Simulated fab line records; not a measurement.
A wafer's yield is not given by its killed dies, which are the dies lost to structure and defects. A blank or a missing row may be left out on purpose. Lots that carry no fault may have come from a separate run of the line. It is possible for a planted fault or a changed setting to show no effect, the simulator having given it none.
Struck lot and sound lot, side by side / flow nand harc / 17 out of 1302 route steps
Sound: wafers L135.3, L135.5, L135.6. Wafers L137.2, L137.5, L137.6 were the ones struck. The cause comes at the end.
Per side, at each step with rows, come the tool, then ch with its chambers, and then its first start. Under that, the readings that differ: sound wafers / struck wafers / difference of the means / sigmas: that difference in standard deviations of wafers without a fault.
alike: words and numbers the same on both sides, and readings whose means are apart by under 2 such deviations; not compared: readings that were withheld, readings missing a value for some wafer, numbers with overlapping values and no deviation given by the record, and bounds like >300 which may hide the same value.
A row with sigmas, a row that says differs or no value, or rows on one side alone: a step with any of these is where the two part. Numbers that have no deviation but don't overlap get no sigmas and don't part them. Lack of a reading on every wafer of one side parts them only where that side has two or more wafers.

first, 2 steps without rows for these wafers: NHARC_P_STI_SRD_39; NHARC_P_STI_OXIDE_40 (material SiO2, target thk 10 nm, ox time 1362 s).
NHARC_P_STI_INSPECT_25:
  sound: defect inspect-01 at day 4 14:05; struck: defect inspect-01 at day 5 04:53
  alike: raw defect count
then, 9 steps without rows for these wafers: NHARC_P_GATE_ETCH_69 (etches SiO2 in dHF, target depth 14 nm); NHARC_P_GATE_PRECLEAN_70 (cleans in SC1); NHARC_P_GATE_SRD_01; NHARC_P_GATE_OXIDE_02 (material SiO2, target thk 37.5 nm, ox time 365 s); NHARC_P_GATE_DEHYDRATE_03 (time 120 s); NHARC_P_GATE_HMDS_04 (time 30 s); NHARC_P_GATE_COAT_05; NHARC_P_GATE_SOFTBAKE_06 (time 95 s); NHARC_P_GATE_EBR_07.
NHARC_P_GATE_EXPOSE_08: exposes mask P HV.
  sound on krf scanner-03 ch 0, day 4 22:35; struck on krf scanner-03 ch 0, day 5 12:58
reading=mask; sound=P_HV#0 P_HV#0 P_HV#0; struck=P_NSD#0 P_NSD#0 P_NSD#0; difference=differs; sigmas=
  alike: exposure dose mJ cm2, focus offset nm
then, 2 steps without rows for these wafers: NHARC_P_GATE_PEB_09 (peb time 85 s); NHARC_P_GATE_DEVELOP_10 (time 70 s).
NHARC_P_GATE_CD_MEAS_11: target cd 1640 nm.
  sound on cd sem-02 ch 0, day 4 22:44; struck on cd sem-02 ch 0, day 5 13:07
reading=cd nm (nm); sound=1639.7 1639.8 1641.4; struck=- - -; difference=no value on the struck wafers; sigmas=
then, 1 step without rows for these wafers: NHARC_P_GATE_HARDBAKE_12 (time 80 s).

## WHERE THEY PART
Last at NHARC_P_GATE_CD_MEAS_11 as far as this record goes, first at NHARC_P_GATE_EXPOSE_08.

WHY: the cause the simulator had injected
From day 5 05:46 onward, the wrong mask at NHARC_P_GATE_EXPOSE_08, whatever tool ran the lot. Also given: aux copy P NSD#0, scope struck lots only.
